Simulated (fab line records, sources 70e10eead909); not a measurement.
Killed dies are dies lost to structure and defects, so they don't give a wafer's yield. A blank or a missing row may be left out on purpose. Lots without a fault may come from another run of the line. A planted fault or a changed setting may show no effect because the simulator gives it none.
Chamber matching | flow nand_harc | NHARC_A_SGD_CUT_CMP_21 on cmp-04: 4 sister chambers
The step polishes, target thk 148.19 nm. 16 wafers are shown with their chamber, then 8 later ones without.

WAFERS WITH THEIR CHAMBER
wafer  | chamber | motor_current_A (A) | time_to_endpoint_s (s) | slurry_filter_dp_kPa (kPa)
L077.1 | 0       | 13.5                | 49.0                   | 13.46
L077.5 | 2       | 13.9                | 49.0                   | 13.37
L077.6 | 3       | 13.6                | 51.9                   | 13.88
L078.1 | 0       | 12.3                | 48.3                   | 13.17
L078.4 | 3       | 13.2                | 51.8                   | 13.57
L078.6 | 3       | 13.7                | 52.5                   | 13.38
L080.2 | 3       | 13.4                | 57.5                   | 13.55
L080.4 | 1       | 14.9                | 51.3                   | 13.29
L080.6 | 3       | 13.1                | 54.6                   | 13.55
L082.1 | 1       | 14.7                | 50.8                   | 13.55
L082.2 | 3       | 12.8                | 55.7                   | 13.55
L082.4 | 0       | 12.9                | 49.8                   | 13.27
L085.3 | 2       | 13.9                | 51.8                   | 13.50
L085.4 | 0       | 13.1                | 48.0                   | 13.68
L085.5 | 2       | 13.9                | 51.7                   | 13.25
L090.1 | 0       | 13.0                | 50.6                   | 13.38

SIGNATURES (means of the wafers above)
reading              | chamber 0 | chamber 1 | chamber 2 | chamber 3 | scatter within a chamber
motor_current_A      | 12.960    | 14.800    | 13.900    | 13.300    | 0.333
time_to_endpoint_s   | 49.140    | 51.050    | 50.833    | 54.000    | 1.75
slurry_filter_dp_kPa | 13.3920   | 13.4200   | 13.3733   | 13.5800   | 0.171
Rule: a wafer's distance from a chamber is the root of the sum, over the readings, of the square of ((its reading less the chamber's mean) divided by the reading's scatter). The wafer belongs to the nearest chamber; if the next one is less than 2 further off, it can't be placed. The scatter: the root of (the sum of the squares of (reading less its chamber's mean) over the shown wafers, divided by (wafers less chambers)).

WAFERS WITHOUT THEIR CHAMBER
wafer  | motor_current_A (A) | time_to_endpoint_s (s) | slurry_filter_dp_kPa (kPa)
L090.2 | 14.9                | 50.3                   | 13.45
L090.4 | 13.8                | 52.5                   | 13.45
L093.1 | 13.0                | 53.5                   | 13.64
L093.2 | 14.1                | 53.4                   | 13.30
L093.3 | 14.6                | 51.3                   | 13.47
L097.1 | 13.6                | 56.3                   | 13.47
L097.3 | 13.2                | 52.2                   | 13.22
L097.6 | 13.2                | 54.9                   | 13.66

WHICH CHAMBER EACH WENT THROUGH
wafer  | from the rows above          | in truth
L090.2 | 1                            | 1
L090.4 | can't be placed: 2 or 3      | 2
L093.1 | can't be placed: 3 or 0      | 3
L093.2 | can't be placed: 2 or 1 or 3 | 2
L093.3 | can't be placed: 1 or 2      | 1
L097.1 | can't be placed: 3 or 2      | 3
L097.3 | can't be placed: 0 or 3 or 2 | 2
L097.6 | 3                            | 3
Placed correctly: 2 of 8. Can't be placed from these rows: 6 (the true chamber is among the candidates in 6). Placed wrongly: 0.
